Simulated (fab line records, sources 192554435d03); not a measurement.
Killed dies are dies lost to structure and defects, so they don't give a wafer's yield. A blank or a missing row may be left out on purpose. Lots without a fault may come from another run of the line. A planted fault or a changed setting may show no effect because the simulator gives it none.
Which tool did it? | flow n5_finfet | 7 lots, 21 wafers sampled, at 2 steps of a route of 1938

WHAT THE GAUGES READ, wafer by wafer
N5_SD_ACTIVATION_INSPECT_02: inspects for defects (darkfield).
lot  | measured    | on                | raw_defect_count
L926 | day 3 22:31 | defect_inspect-01 | 159 141 129
L928 | day 4 12:25 | defect_inspect-02 | 145 215 167
L931 | day 5 03:46 | defect_inspect-02 | 112 142 179
L933 | day 5 17:03 | defect_inspect-01 | 161 182 127
L935 | day 6 07:25 | defect_inspect-02 | 158 147 160
L942 | day 8 00:12 | defect_inspect-01 | 148 185 284
L944 | day 8 13:31 | defect_inspect-01 | 208 385 209

WHICH TOOL RAN EACH LOT (tool, then ch and the chambers of the sampled wafers, then the start)
lot  | N5_SD_ACTIVATION_RTA_00
L926 | rtp_anneal-02 ch 0, day 3 21:50
L928 | rtp_anneal-02 ch 0, day 4 11:41
L931 | rtp_anneal-01 ch 0, day 5 03:03
L933 | rtp_anneal-01 ch 0, day 5 16:21
L935 | rtp_anneal-01 ch 0, day 6 06:43
L942 | rtp_anneal-02 ch 0, day 7 23:31
L944 | rtp_anneal-02 ch 0, day 8 12:47
- N5_SD_ACTIVATION_RTA_00: time 0 s.

THE ANSWER, worked out from the rows above alone
Rule: what is usual is taken from the lots themselves. Put in order of their means at a reading, lots are off if they are a third of the lots or fewer, leave a main group of 4 or more, and stand apart from it by a gap of 3 or more times the standard deviation of the main group's means; of several such gaps the widest counts. A main group whose means are all the same, to the digits that the tables above print for the reading, isn't used. A lot without any number at a reading at which 4 lots or more have one is off too. The other lots that the step has rows for count as sound.
No lot is off at any reading shown: from this, nothing can be told.

WHAT THE SIMULATOR HAD PUT IN
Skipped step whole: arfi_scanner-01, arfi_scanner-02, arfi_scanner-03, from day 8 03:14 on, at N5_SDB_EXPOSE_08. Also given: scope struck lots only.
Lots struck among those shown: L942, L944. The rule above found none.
